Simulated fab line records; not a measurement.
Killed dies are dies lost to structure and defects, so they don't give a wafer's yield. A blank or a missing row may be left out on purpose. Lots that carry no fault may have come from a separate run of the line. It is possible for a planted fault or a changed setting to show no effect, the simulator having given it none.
fab line records    flow n5_finfet
record: lots: 6  wafers: 18  last_day: 18
route steps=1938 shown BEOL_M2@870 BEOL_M4@1111 PASSIVATION@1936
lots that met no fault: taken from a fault-free run of the same line
start_h: start of the lot's first displayed wafer, in hours after the record's first day    wait_h: time in hours since the lot's previous step    " as in the row above    L1.1+2: a row that stands for several wafers    - either no value or no given start    * or withheld: withheld    < > ~ a bound
route shown NAME@n: NAME is a module with steps in the file, n the number in the route of the first one    usual: mean/standard deviation of fault-free wafers    same: alike in all rows    chamber/n: place in a boat    sites: readings site by site    _std_site: the values' standard deviation    _edge_site: inner sites' mean taken away from outer sites' mean    radius_mm: how far each site lies from the wafer's centre    mask NAME#n: copy n    behind: tool/chamber where the wafer was last shaped    hold: cause of the lot's hold/its duration in hours/its outcome    device: names the non-switching transistor (n, p or np)    end of line: tests run on the same wafers once the route is complete    a step without rows: its recipe alone    killed: dies lost to structure and defects at the first sort, not the wafer's yield    map: shows each die of a wafer: x if killed, . if not, _ if none is there
set.NAME: the setting the step ran with; set.NAME@STEP: the setting that earlier step ran with    model.NAME: the simulator's own value behind a step, which no gauge read
lots seen at some steps along the route; tables by step, rows by wafer
services: a tool's chamber out of use, with start hour (start_h, from the record's first day; less than 0 if before it), hours out, and reason
== steps ==
step: N5_BEOL_M2_COAT_22
recipe: resist: CAR-EUV  spin_rpm: 1500  resist_thk_nm: 30
step: N5_BEOL_M2_EBR_24
recipe: solvent: PGMEA  ebr_width_mm: 1.5
step: N5_BEOL_M2_SOFTBAKE_23
recipe: temp_c: 110  time_s: 60  resist: CAR-EUV
step: N5_BEOL_M2_EXPOSE_25
recipe: mask_id: V1  na: 0.33  source_shape: quasar  sigma_inner: 0.2  sigma_outer: 0.8  polarization: unpolarized  defocus_nm: 5  dose_mj: 63
step: N5_BEOL_M2_PEB_26
recipe: peb_temp_c: 100  peb_time_s: 60  resist: CAR-EUV
step: N5_BEOL_M2_DEVELOP_27
recipe: develop_time_s: 30  developer: TMAH  resist: CAR-EUV  rinse_liquid: surfactant_rinse  dry: air_spin  dev_temp_c: 23
step: N5_BEOL_M2_CD_MEAS_28
recipe: target_cd_nm: 26.2  landing_energy_ev: 500  detector: se_inlens  target_cd_y_nm: 24.1  polarity: opening
usual: cd_nm: 26.22/0.26
lot.wafer  tool       chamber  start_h  wait_h  cd_nm
L435.1     cd_sem-02  0        150.14   -       25.97
L435.3     "          0        "        "       25.94
L435.4     "          0        "        "       26.31
L436.2     cd_sem-01  0        160.82   -       26.25
L436.3     "          0        "        "       26.60
L436.6     "          0        "        "       26.01
L438.2     cd_sem-03  0        166.32   -       26.42
L438.5     "          0        "        "       26.23
L438.6     "          0        "        "       26.63
L445.1     cd_sem-03  0        228.18   -       26.49
L445.4     "          0        "        "       26.51
L445.5     "          0        "        "       26.31
L448.2     cd_sem-02  0        233.95   -       26.07
L448.4     "          0        "        "       26.33
L448.6     "          0        "        "       25.95
L454.1     cd_sem-03  0        274.41   -       25.97
L454.2     "          0        "        "       26.23
L454.3     "          0        "        "       26.30
step: N5_BEOL_M2_OVL_MEAS_29
recipe: points_per_wafer: 522
usual: V1_OVL: -0.2/0.57
lot.wafer  tool        chamber  start_h  wait_h  V1_OVL[nm]
L435.1     overlay-02  0        150.17   0.0     -0.7
L435.3     "           0        "        "       0.2
L435.4     "           0        "        "       0.4
L436.2     overlay-01  0        160.85   0.0     -0.9
L436.3     "           0        "        "       0.3
L436.6     "           0        "        "       -0.3
L438.2     overlay-01  0        166.36   0.0     -0.5
L438.5     "           0        "        "       0.1
L438.6     "           0        "        "       0.2
L445.1     overlay-02  0        228.21   0.0     -0.1
L445.4     "           0        "        "       0.8
L445.5     "           0        "        "       0.6
L448.2     overlay-01  0        233.99   0.0     0.1
L448.4     "           0        "        "       -0.5
L448.6     "           0        "        "       -1.3
L454.1     overlay-01  0        274.44   0.0     -0.6
L454.2     "           0        "        "       -0.7
L454.3     "           0        "        "       -0.5
step: N5_BEOL_M2_INSPECT_30
recipe: mode: adi  inspect_instrument: brightfield
usual: raw_defect_count: 404/82
lot.wafer  tool               chamber  start_h  wait_h  raw_defect_count
L435.1     defect_inspect-01  -        150.23   0.1     513
L435.3     "                  -        "        "       334
L435.4     "                  -        "        "       377
L436.2     defect_inspect-01  -        160.91   0.0     536
L436.3     "                  -        "        "       428
L436.6     "                  -        "        "       442
L438.2     defect_inspect-02  -        166.41   0.0     208
L438.5     "                  -        "        "       399
L438.6     "                  -        "        "       296
L445.1     defect_inspect-02  -        228.27   0.1     433
L445.4     "                  -        "        "       505
L445.5     "                  -        "        "       389
L448.2     defect_inspect-01  -        234.04   0.0     314
L448.4     "                  -        "        "       314
L448.6     "                  -        "        "       376
L454.1     defect_inspect-02  -        274.50   0.1     442
L454.2     "                  -        "        "       482
L454.3     "                  -        "        "       429
step: N5_BEOL_M2_DESCUM_33
recipe: chemistry: O2  time_s: 7  source_power_w: 50  bias_power_w: 20  pressure_mtorr: 20  rf_frequency_hz: 2.712e+07  temp_c: 40  resist: CAR-EUV  o2_flow_sccm: 225
usual: drypump_motor_current_A: 5.7/0.4  oes_product_au: 0.82/0.098  rf_vpp_V: 243.6/1.1  showerhead_plenum_p_Torr: 2.12/0.062  throttle_valve_pct: 20.39/0.21
lot.wafer  tool         chamber  start_h  wait_h  drypump_motor_current_A  oes_product_au  rf_hours_counter_h  rf_vpp_V  showerhead_plenum_p_Torr  throttle_valve_pct
L435.1     rie_diel-05  1        150.27   0.0     6.1                      0.92            28                  244.1     2.15                      20.18
L435.3     "            3        "        "       6.1                      0.70            222                 243.4     2.05                      20.46
L435.4     "            2        "        "       5.7                      0.78            113                 244.0     2.20                      20.38
L436.2     rie_diel-04  1        160.94   0.0     5.4                      0.73            224                 243.1     2.16                      20.52
L436.3     "            3        "        "       5.3                      0.73            224                 242.6     2.06                      20.64
L436.6     "            0        "        "       5.3                      0.67            -                   242.9     2.16                      20.88
L438.2     rie_diel-05  3        166.46   0.0     6.1                      0.69            228                 243.5     2.05                      20.47
L438.5     "            1        "        "       6.1                      0.90            -                   244.0     2.15                      20.17
L438.6     "            2        "        "       5.7                      0.78            -                   245.1     2.19                      20.41
L445.1     rie_diel-05  1        228.30   0.0     6.1                      0.87            50                  244.2     2.14                      20.19
L445.4     "            2        "        "       5.7                      0.76            140                 244.7     2.19                      20.45
L445.5     "            0        "        "       5.4                      0.90            -                   241.4     2.06                      20.44
L448.2     rie_diel-06  1        234.07   0.0     6.4                      0.93            20                  244.2     2.14                      20.04
L448.4     "            2        "        "       6.4                      0.89            33                  243.2     2.15                      20.37
L448.6     "            3        "        "       5.7                      0.88            -                   243.4     2.11                      20.02
L454.1     rie_diel-04  0        274.53   0.0     5.3                      0.86            28                  243.8     2.15                      20.41
L454.2     "            1        "        "       5.4                      0.95            10                  244.0     2.14                      20.25
L454.3     "            2        "        "       5.8                      0.78            146                 245.1     2.19                      20.61
step: N5_BEOL_M2_ETCH_77
recipe: chemistry: N2/H2  target: underlayer  target_depth_a: 65  mask_material: CAR-EUV  time_s: 5.2  ion_energy_ev: 200  pressure_mtorr: 30  source_w: 840  bias_w: 150  n2_flow_sccm: 200  h2_flow_sccm: 200  ends: cleared
usual: drypump_motor_current_A: 5.8/0.4  etch_rf_on_time_s: 5.19/0.15  oes_product_au: 0.70/0.083  rf_vpp_V: 524.6/2.4  showerhead_plenum_p_Torr: 2.57/0.072  throttle_valve_pct: 17.82/0.28
lot.wafer  tool         chamber  start_h  wait_h  drypump_motor_current_A  etch_rf_on_time_s  oes_product_au  rf_hours_counter_h  rf_vpp_V  showerhead_plenum_p_Torr  throttle_valve_pct
L435.1     rie_diel-05  1        150.30   0.0     6.1                      4.97               0.77            28                  527.8     2.59                      17.43
L435.3     "            3        "        "       6.1                      5.22               0.59            222                 523.5     2.53                      18.19
L435.4     "            2        "        "       5.7                      5.15               0.66            113                 527.9     2.69                      18.02
L436.2     rie_diel-04  1        160.97   0.0     5.4                      5.21               0.61            224                 524.6     2.64                      18.23
L436.3     "            3        "        "       5.3                      5.06               0.62            224                 524.6     2.50                      18.00
L436.6     "            0        "        "       5.3                      5.09               0.59            -                   526.0     2.59                      18.12
L438.2     rie_diel-05  3        166.49   0.0     6.1                      5.27               0.59            228                 521.5     2.52                      18.25
L438.5     "            1        "        "       6.2                      5.04               0.76            -                   523.8     2.59                      17.44
L438.6     "            2        "        "       5.7                      5.20               0.65            -                   527.0     2.68                      18.00
L445.1     rie_diel-05  1        228.34   0.0     6.1                      5.05               0.74            50                  524.7     2.58                      17.48
L445.4     "            2        "        "       5.7                      5.17               0.65            140                 524.2     2.67                      18.04
L445.5     "            0        "        "       5.4                      5.47               0.73            -                   520.5     2.51                      17.89
L448.2     rie_diel-06  1        234.11   0.0     6.5                      4.93               0.81            20                  524.6     2.58                      17.37
L448.4     "            2        "        "       6.4                      5.18               0.77            33                  525.6     2.57                      17.46
L448.6     "            3        "        "       5.7                      5.11               0.73            -                   526.3     2.60                      17.56
L454.1     rie_diel-04  0        274.56   0.0     5.3                      5.05               0.76            28                  524.1     2.58                      17.65
L454.2     "            1        "        "       5.4                      5.13               0.79            10                  526.7     2.62                      17.90
L454.3     "            2        "        "       5.9                      5.22               0.65            146                 528.8     2.64                      17.83
step: N5_BEOL_M2_ETCH_69
recipe: chemistry: CF4  target: SiARC  target_depth_a: 156  mask_material: CAR-EUV  time_s: 26  ion_energy_ev: 80  pressure_mtorr: 40  source_w: 545  bias_w: 36  Ar_flow_sccm: 100  cf4_flow_sccm: 100  ends: cleared
usual: cf4_flow_sccm: 100.0/0.34  drypump_motor_current_A: 5.8/0.4  etch_rf_on_time_s: 25.9/0.78  oes_product_au: 0.70/0.084  rf_vpp_V: 184.4/0.98  showerhead_plenum_p_Torr: 2.16/0.056  throttle_valve_pct: 15.57/0.25
lot.wafer  tool         chamber  start_h  wait_h  cf4_flow_sccm  drypump_motor_current_A  etch_rf_on_time_s  oes_product_au  rf_hours_counter_h  rf_vpp_V  showerhead_plenum_p_Torr  throttle_valve_pct
L435.1     rie_diel-05  1        150.32   0.0     100.1          6.1                      25.4               0.76            28                  186.2     2.19                      15.24
L435.3     "            3        "        "       99.8           6.2                      26.5               0.59            222                 185.0     2.11                      15.82
L435.4     "            2        "        "       99.9           5.7                      25.9               0.66            113                 185.7     2.25                      15.63
L436.2     rie_diel-04  1        160.99   0.0     100.7          5.4                      26.1               0.61            224                 185.3     2.20                      15.77
L436.3     "            3        "        "       100.0          5.3                      24.9               0.63            224                 182.3     2.12                      15.93
L436.6     "            0        "        "       99.8           5.3                      26.0               0.59            -                   186.2     2.20                      15.99
L438.2     rie_diel-05  3        166.51   0.0     99.7           6.1                      26.5               0.59            228                 183.3     2.11                      15.84
L438.5     "            1        "        "       100.0          6.1                      25.3               0.76            -                   184.5     2.19                      15.26
L438.6     "            2        "        "       99.7           5.7                      25.6               0.66            -                   186.4     2.24                      15.64
L445.1     rie_diel-05  1        228.35   0.0     100.0          6.1                      25.8               0.73            50                  185.0     2.18                      15.28
L445.4     "            2        "        "       100.5          5.7                      26.2               0.64            140                 184.2     2.24                      15.69
L445.5     "            0        "        "       100.4          5.4                      27.5               0.74            -                   184.0     2.10                      15.42
L448.2     rie_diel-06  1        234.12   0.0     99.9           6.5                      24.9               0.80            20                  185.0     2.20                      15.29
L448.4     "            2        "        "       100.8          6.4                      26.2               0.77            33                  184.1     2.17                      15.32
L448.6     "            3        "        "       100.1          5.7                      25.4               0.73            -                   183.7     2.18                      15.31
L454.1     rie_diel-04  0        274.58   0.0     99.7           5.3                      25.6               0.77            28                  185.5     2.18                      15.52
L454.2     "            1        "        "       100.8          5.4                      25.3               0.82            10                  184.2     2.19                      15.34
L454.3     "            2        "        "       99.8           5.9                      25.9               0.67            146                 184.8     2.24                      15.78
step: N5_BEOL_M2_ALD_98
recipe: material: SiO2  target_thk_a: 25  temp_c: 100  ald_precursor_family: BDEAS  ald_co_reactant: O2-plasma  pulse_time_s: 1  co_reactant_pulse_time_s: 1  purge_time_s: 2  co_reactant_purge_time_s: 2  ald_cycles: 17  pressure_torr: 2
usual: heater_power_w: 79/8.7  precursor_pulse_height_rel: 0.998/0.02  susceptor_temp_C: 100.00/0.11
lot.wafer  tool        chamber  start_h  wait_h  heater_power_w  precursor_pulse_height_rel  susceptor_temp_C
L435.1     ald_sin-02  1        150.40   0.1     87              0.983                       100.14
L435.3     "           2        "        "       69              0.965                       100.02
L435.4     "           0        "        "       65              0.974                       99.98
L436.2     ald_sin-04  3        161.45   0.4     67              1.008                       100.04
L436.3     "           0        "        "       90              0.991                       100.25
L436.6     "           3        "        "       68              0.974                       99.99
L438.2     ald_sin-04  3        166.83   0.3     69              0.975                       99.99
L438.5     "           0        "        "       87              0.993                       100.10
L438.6     "           1        "        "       79              0.957                       99.91
L445.1     ald_sin-02  2        228.43   0.1     64              0.977                       96.52
L445.4     "           0        "        "       60              1.002                       96.79
L445.5     "           1        "        "       81              1.001                       96.75
L448.2     ald_sin-02  0        234.35   0.2     61              1.000                       96.71
L448.4     "           3        "        "       83              1.029                       96.70
L448.6     "           1        "        "       81              1.013                       96.45
L454.1     ald_sin-03  0        274.66   0.1     86              1.034                       99.78
L454.2     "           2        "        "       78              0.999                       100.09
L454.3     "           3        "        "       72              1.008                       99.97
step: N5_BEOL_M2_ETCHBACK_99
recipe: chemistry: CHF3  target: SiO2  target_depth_a: 50  time_s: 10.4  source_w: 215  bias_w: 47  Ar_flow_sccm: 200  CHF3_flow_sccm: 12  ion_energy_ev: 100  pressure_mtorr: 30
usual: drypump_motor_current_A: 5.8/0.39  oes_product_au: 0.82/0.099  rf_vpp_V: 244/8.2  showerhead_plenum_p_Torr: 2.17/0.051  throttle_valve_pct: 16.99/0.25
lot.wafer  tool         chamber  start_h  wait_h  drypump_motor_current_A  oes_product_au  rf_hours_counter_h  rf_vpp_V  showerhead_plenum_p_Torr  throttle_valve_pct
L435.1     rie_diel-04  1        153.56   3.1     5.4                      0.72            221                 237       2.19                      17.07
L435.3     "            2        "        "       5.9                      0.81            99                  251       2.26                      17.10
L435.4     "            0        "        "       5.3                      0.69            234                 252       2.22                      17.49
L436.2     rie_diel-05  1        168.14   6.6     6.1                      0.89            35                  240       2.20                      16.71
L436.3     "            2        "        "       5.7                      0.77            119                 249       2.24                      16.95
L436.6     "            3        "        "       6.2                      0.69            -                   241       2.12                      17.25
L438.2     rie_diel-05  2        171.46   4.6     5.7                      0.78            121                 249       2.24                      16.97
L438.5     "            1        "        "       6.1                      0.90            -                   240       2.19                      16.71
L438.6     "            2        "        "       5.7                      0.78            -                   249       2.23                      16.96
L445.1     rie_diel-05  2        246.00   17.5    5.7                      0.74            145                 249       2.23                      17.01
L445.4     "            1        "        "       6.1                      0.85            -                   240       2.19                      16.75
L445.5     "            2        "        "       5.7                      0.75            -                   250       2.23                      17.01
L448.2     rie_diel-06  3        249.62   15.2    5.7                      0.86            45                  235       2.17                      16.70
L448.4     "            0        "        "       5.3                      0.67            232                 230       2.07                      17.44
L448.6     "            1        "        "       6.5                      0.92            -                   250       2.20                      16.74
L454.1     rie_diel-05  2        286.07   11.4    5.7                      0.74            163                 250       2.22                      17.05
L454.2     "            0        "        "       5.4                      0.84            51                  247       2.10                      16.98
L454.3     "            1        "        "       6.1                      0.83            73                  240       2.18                      16.79
step: N5_BEOL_M4_RC_MEAS_101
usual: DIBL_N: 36.1/2  DIBL_P: 36.3/2.5  IOFF_N: 0.16/0.037  IOFF_P: 0.21/0.039  ION_N: 678/15  ION_P: 465/8.7  SS_N: 71.4/0.7  SS_P: 73.3/0.74  VT_N: 249/3.6  VT_P: -250.0/2.9
lot.wafer  tool       chamber  start_h  wait_h  DIBL_N[mV/V]  DIBL_P[mV/V]  IOFF_N[nA/um]  IOFF_P[nA/um]  ION_N[uA/um]  ION_P[uA/um]  SS_N[mV/dec]  SS_P[mV/dec]  VT_N[mV]  VT_P[mV]
L435.1     prober-02  0        181.07   0.0     37.8          37.0          0.16           0.24           687           473           71.6          73.8          250       -247.3
L435.3     "          0        "        "       35.7          32.9          0.12           0.18           654           451           71.3          72.5          254       -252.8
L435.4     "          0        "        "       33.7          31.7          0.09           0.17           640           449           70.3          72.8          256       -252.8
L436.2     prober-01  0        195.98   0.2     37.2          35.3          0.16           0.21           684           466           71.8          73.9          249       -250.5
L436.3     "          0        "        "       35.7          33.3          0.12           0.18           671           465           71.1          72.5          255       -252.7
L436.6     "          0        "        "       40.8          38.9          0.23           0.28           690           457           72.8          74.5          245       -249.0
L438.2     prober-01  0        198.62   0.3     35.9          36.7          0.17           0.19           696           466           71.3          73.4          249       -250.6
L438.5     "          0        "        "       33.3          33.6          0.12           0.16           678           460           70.2          72.2          251       -255.6
L438.6     "          0        "        "       34.7          36.6          0.15           0.21           692           477           71.9          73.4          248       -249.1
L445.1     prober-02  0        275.10   0.0     38.8          40.3          0.20           0.24           696           481           72.3          73.9          246       -247.9
L445.4     "          0        "        "       40.2          42.1          0.24           0.29           681           465           72.8          74.5          246       -248.6
L445.5     "          0        "        "       38.7          39.6          0.20           0.23           691           470           71.6          74.2          245       -248.5
L448.2     prober-02  0        284.11   0.2     37.8          39.4          0.20           0.21           685           459           71.8          73.6          243       -253.1
L448.4     "          0        "        "       35.1          36.4          0.14           0.18           683           468           71.0          73.1          250       -252.0
L448.6     "          0        "        "       32.7          32.8          0.12           0.14           663           449           70.2          72.4          252       -257.2
L454.1     prober-01  0        324.98   0.0     38.4          39.4          0.22           0.26           686           464           72.2          73.9          245       -245.6
L454.2     "          0        "        "       32.9          33.3          0.13           0.17           672           465           70.0          73.2          248       -249.2
L454.3     "          0        "        "       33.2          33.9          0.13           0.19           685           481           70.8          72.1          249       -251.4
step: N5_PASSIVATION_PROBE_49
usual: defect_limited_yield: 91.1/1.3  killed_at_M0_to_M3: 32/9.7  killed_at_M4_up: 16/6  killed_at_contacts: 12/5.9  killed_at_front_end: 41/11  killed_at_other: 4/3.1  killed_dies: 104/16  killed_open: 68/12  killed_short: 34/7.4  sort_bin_5_function: 5.1/0.85  sort_bin_6_memory: 3.3/0.66  sort_bin_8_speed: 0.1/0.53  sort_n_pass: 1075/16  sort_yield_pct: 91.1/1.4
same: gross_dies: 1180  killed_at_back_side: 0  sort_bin_4_leakage[%]: 0
lot.wafer  tool       chamber  start_h  wait_h  defect_limited_yield[%]  killed_at_M0_to_M3  killed_at_M4_up  killed_at_contacts  killed_at_front_end  killed_at_other  killed_dies  killed_open  killed_short  sort_bin_5_function[%]  sort_bin_6_memory[%]  sort_bin_8_speed[%]  sort_n_pass  sort_yield_pct[%]
L448.2     prober-02  -        394.70   0.1     91.4                     34                  16               10                  40                   1                101          74           26            4.9                     3.5                   0                    1079         91.4
L454.1     prober-01  -        430.47   0.0     90.1                     37                  13               16                  34                   17               117          80           37            6.4                     3.2                   0                    1063         90.1
L454.2     prober-01  -        430.52   0.1     90.8                     22                  21               10                  48                   8                109          57           45            5.6                     2.7                   0                    1071         90.8
L454.3     prober-01  -        430.57   0.1     90.7                     36                  16               12                  36                   10               110          72           38            5.2                     3.7                   0                    1070         90.7
killed by level:class
L448.2 STI_FIN_REVEAL:geometric_particle:open=12 FIN_SAQP:geometric_particle:open=10 MOL_CONTACT_COAG:geometric_particle:open=10 BEOL_M0_SAQP:geometric_particle:open=8 BEOL_M0:geometric_particle:open=8 BEOL_M0_SAQP:geometric_particle:short=6 BEOL_M4:geometric_particle:open=5 BEOL_M0:geometric_particle:short=5
L454.1 MOL_CONTACT_COAG:geometric_particle:open=12 FIN_SAQP:geometric_particle:open=9 BEOL_M0_SAQP:geometric_particle:open=9 BEOL_M4:geometric_particle:open=6 BEOL_M2:geometric_particle:short=6 BEOL_M2:geometric_particle:open=6 PASS1_CAP:geometric_particle:short=6 STARTING-WAFER:geometric_particle:open=6
L454.2 FIN_SAQP:geometric_particle:open=10 BEOL_M4:geometric_particle:open=9 FIN_SAQP:geometric_particle:short=8 HKMG_FIN:area_etch=7 MOL_CONTACT_COAG:geometric_particle:open=6 STI_FIN_REVEAL:geometric_particle:open=5 BEOL_M1:geometric_particle:short=5 BEOL_M4:geometric_particle:short=5
L454.3 STI_FIN_REVEAL:geometric_particle:open=12 MOL_CONTACT_COAG:geometric_particle:open=9 FIN_SAQP:geometric_particle:open=7 BEOL_M1:geometric_particle:open=7 BEOL_M2:geometric_particle:open=6 BEOL_M3:geometric_particle:short=6 FIN_SAQP:geometric_particle:short=5 BEOL_M0_SAQP:geometric_particle:open=5
== services ==
tool         chamber  start_h  hours  kind
ald_sin-02   -        164.05   2.8    repair
rie_diel-05  0        167.07   5.0    repair
rie_diel-04  2        175.54   3.6    repair
ald_sin-03   -        178.32   14.0   pm
rie_diel-05  1        183.42   12.0   repair
rie_diel-04  0        197.28   -      clean
rie_diel-04  0        197.28   -      consumable_replace:focus_ring
rie_diel-04  0        197.28   12.2   scheduled_down
rie_diel-04  0        197.28   12.2   vent_cycle
rie_diel-05  -        205.16   0.7    repair
rie_diel-05  -        218.37   0.1    repair
rie_diel-04  1        229.60   -      clean
rie_diel-04  1        229.60   -      consumable_replace:focus_ring
rie_diel-04  1        229.60   21.3   scheduled_down
rie_diel-04  1        229.60   21.3   vent_cycle
ald_sin-02   3        240.44   10.8   repair
rie_diel-05  3        242.46   40.9   repair
rie_diel-04  1        252.29   3.0    repair
ald_sin-04   -        268.53   14.0   pm
rie_diel-06  2        275.94   2.5    repair
rie_diel-05  3        283.73   -      clean
rie_diel-05  3        283.73   -      consumable_replace:focus_ring
rie_diel-05  3        283.73   26.2   scheduled_down
rie_diel-05  3        283.73   26.2   vent_cycle
== key ==
first_sign: step: N5_BEOL_M2_ALD_98  reading: susceptor_temp_C  direction: down  sigmas: 29  usual: *  struck: *
effect none on later readings
met_at N5_BEOL_M2_ALD_98
struck_wafers L445.1,L445.4,L445.5,L448.2,L448.4,L448.6
onset_between 150.40 228.43
fault: kind: process_parameter_drift  tool: ald_sin-02  chamber: -  onset_h: 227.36  steps: N5_BEOL_M2_ALD_98  channel: temp_c  offset: *  shape: step  end_h: 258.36  acts_in: *  stated: *
